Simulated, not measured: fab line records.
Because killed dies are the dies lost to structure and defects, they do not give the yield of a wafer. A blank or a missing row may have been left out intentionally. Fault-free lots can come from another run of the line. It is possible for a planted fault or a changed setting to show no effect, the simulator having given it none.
Matching of chambers -- flow nand-harc -- 3 sister chambers for NHARC_P_M0_DEP_32 on pecvd-01
The step deposits SiCN, target thk 30 nm. 6 wafers are shown with their chamber, then 12 later ones without.

== WAFERS WITH THEIR CHAMBER ==
wafer,chamber,heater-power-w (W)
L084.4,2,525
L086.2,2,612
L085.5,1,535
L088.1,0,693
L088.3,1,573
L088.4,0,681

== WAFERS WITHOUT THEIR CHAMBER ==
wafer,heater-power-w (W)
L089.1,580
L089.2,568
L089.3,693
L094.2,606
L094.3,554
L094.6,576
L094.1,563
L094.4,610
L094.5,554
L095.1,524
L095.3,531
L095.4,682

== WHICH CHAMBER EACH ONE RAN IN ==
wafer,from the rows above,in truth
L089.1,can't be placed: 2 or 1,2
L089.2,can't be placed: 2 or 1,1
L089.3,0,0
L094.2,can't be placed: 2 or 1 or 0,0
L094.3,can't be placed: 1 or 2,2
L094.6,can't be placed: 2 or 1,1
L094.1,can't be placed: 2 or 1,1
L094.4,can't be placed: 2 or 1 or 0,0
L094.5,can't be placed: 1 or 2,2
L095.1,can't be placed: 1 or 2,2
L095.3,can't be placed: 1 or 2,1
L095.4,0,0
Correctly placed: 2 of 12. Can't be placed from these rows: 10 (the true chamber is among the candidates in 10). Number placed wrongly: 0.
How it was worked out, from the rows above alone: a wafer's distance from a chamber is the root of the sum, over the readings, of the square of ((its reading less the chamber's mean) divided by the reading's scatter). The wafer belongs to the nearest chamber; if the next one is less than 2 further off, it can't be placed. Each chamber's mean is taken over the wafers shown for it. The scatter: the root of (the sum of the squares of (reading less its chamber's mean) over the shown wafers, divided by (wafers less chambers)).
